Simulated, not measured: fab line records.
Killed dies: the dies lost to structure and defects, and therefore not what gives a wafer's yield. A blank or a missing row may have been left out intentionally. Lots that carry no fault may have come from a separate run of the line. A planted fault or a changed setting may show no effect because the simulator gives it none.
Chamber matching	flow n5Finfet	N5_FIN_SAQP_MANDREL2_REMOVE_60 on rieSi-04 has 4 sister chambers
The step chemistry HBr/Cl2/O2, target a-Si, stops on SiNx, bt time 10 s. 14 wafers are shown with their chamber, then 6 later ones without.

WAFERS PAIRED WITH THEIR CHAMBERS
wafer	chamber	throttleValvePct (%)	drypumpMotorCurrentA (A)	oesProductAu (a.u.)
L757.1	2	36.5	5.7	1.007
L757.2	0	37.0	5.8	0.998
L757.4	3	36.8	6.0	0.998
L758.1	1	37.2	6.5	1.008
L758.2	3	36.9	6.0	0.995
L758.4	0	37.0	5.8	0.996
L761.1	3	36.8	6.0	0.991
L761.2	0	37.0	5.8	0.998
L761.3	2	36.5	5.7	0.997
L763.1	2	36.5	5.8	0.999
L763.2	1	37.2	6.5	1.012
L763.6	2	36.5	5.8	1.008
L764.2	1	37.2	6.5	1.018
L764.5	3	36.8	6.0	0.987

SIGNATURES (means of the wafers above)
reading	chamber 0	chamber 1	chamber 2	chamber 3	scatter within a chamber
throttleValvePct	37.000	37.200	36.500	36.825	0.0274
drypumpMotorCurrentA	5.800	6.500	5.750	6.000	0.0316
oesProductAu	0.99733	1.01267	1.00275	0.99275	0.00464
Rule: a wafer lies at a distance from a chamber equal to the root of the sum of squares, over the readings, of (its reading less the chamber's mean, divided by the reading's scatter). If the next closest chamber is less than 2 further off than the closest, the wafer can't be placed; otherwise it belongs to the closest. The scatter: the root of (the sum of the squares of (reading less its chamber's mean) over the shown wafers, divided by (wafers less chambers)).

WAFERS WHOSE CHAMBER IS MISSING
wafer	throttleValvePct (%)	drypumpMotorCurrentA (A)	oesProductAu (a.u.)
L764.6	37.0	5.8	1.008
L775.1	36.8	6.0	0.975
L775.4	36.9	6.0	0.994
L778.2	37.0	5.8	1.012
L778.4	37.0	5.8	1.001
L778.6	36.5	5.8	1.008

WHICH CHAMBER EACH WENT THROUGH
wafer	from the rows above	in truth
L764.6	0	0
L775.1	3	3
L775.4	3	3
L778.2	0	0
L778.4	0	0
L778.6	2	2
Correctly placed: 6 of 6. Can't be placed from these rows: 0. Wrongly placed: 0.
